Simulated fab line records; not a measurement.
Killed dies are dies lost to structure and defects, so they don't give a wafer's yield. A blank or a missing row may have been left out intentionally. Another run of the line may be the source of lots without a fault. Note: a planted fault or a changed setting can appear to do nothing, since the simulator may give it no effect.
Chamber matching	flow n5Finfet	N5_BEOL_M11_VIA_ETCH_34 on rieDiel-04 has 4 sister chambers
The step etches SiCOH lowk in C4F6/O2, target depth 184.5 nm, time 69.2 s. 18 wafers are shown with their chamber, then 9 later ones without.

WAFERS, EACH WITH ITS CHAMBER
wafer	chamber	drypumpMotorCurrentA (A)	rfVppV (V)	showerheadPlenumPTorr (Torr)
L075.3	1	6.5	707	2.82
L075.4	0	5.6	650	2.79
L075.6	2	6.1	665	2.93
L079.3	0	5.6	650	2.79
L079.4	1	6.5	707	2.82
L079.6	3	5.3	673	2.95
L084.1	1	6.5	708	2.81
L084.3	3	5.3	675	2.95
L084.4	3	5.3	674	2.95
L088.2	1	6.5	706	2.81
L088.3	0	5.5	650	2.78
L088.5	1	6.5	708	2.81
L089.2	2	6.1	666	2.93
L089.4	0	5.6	649	2.78
L089.6	2	6.1	666	2.93
L091.2	2	6.1	666	2.92
L091.4	1	6.5	705	2.81
L091.6	2	6.1	666	2.92

SIGNATURES, as means of the wafers listed above
reading	chamber 0	chamber 1	chamber 2	chamber 3	scatter within a chamber
drypumpMotorCurrentA	5.575	6.500	6.100	5.300	0.0231
rfVppV	649.75	706.83	665.80	674.00	0.861
showerheadPlenumPTorr	2.7850	2.8133	2.9260	2.9500	0.00502
Rule: a wafer's distance from a chamber is the root of the sum, over the readings, of the square of ((its reading less the chamber's mean) divided by the reading's scatter). If the next closest chamber is less than 2 further off than the closest, the wafer can't be placed; otherwise it belongs to the closest. How the scatter is found: for the shown wafers, subtract from each reading the mean of its chamber, square and add these, divide the total by (wafers less chambers), then take the root.

WAFERS WHOSE CHAMBER IS MISSING
wafer	drypumpMotorCurrentA (A)	rfVppV (V)	showerheadPlenumPTorr (Torr)
L094.4	6.5	706	2.80
L094.5	6.1	665	2.92
L094.6	5.6	650	2.77
L097.1	6.1	666	2.92
L097.4	6.1	665	2.92
L097.5	5.3	674	2.94
L096.1	5.5	649	2.77
L096.2	6.1	664	2.91
L096.3	5.3	674	2.94

CHAMBER TAKEN BY EACH
wafer	from the rows above	in truth
L094.4	1	1
L094.5	2	2
L094.6	0	0
L097.1	2	2
L097.4	2	2
L097.5	3	3
L096.1	0	0
L096.2	2	2
L096.3	3	3
Correct placement for 9 of the 9. Number that these rows cannot place: 0. Number placed wrongly: 0.
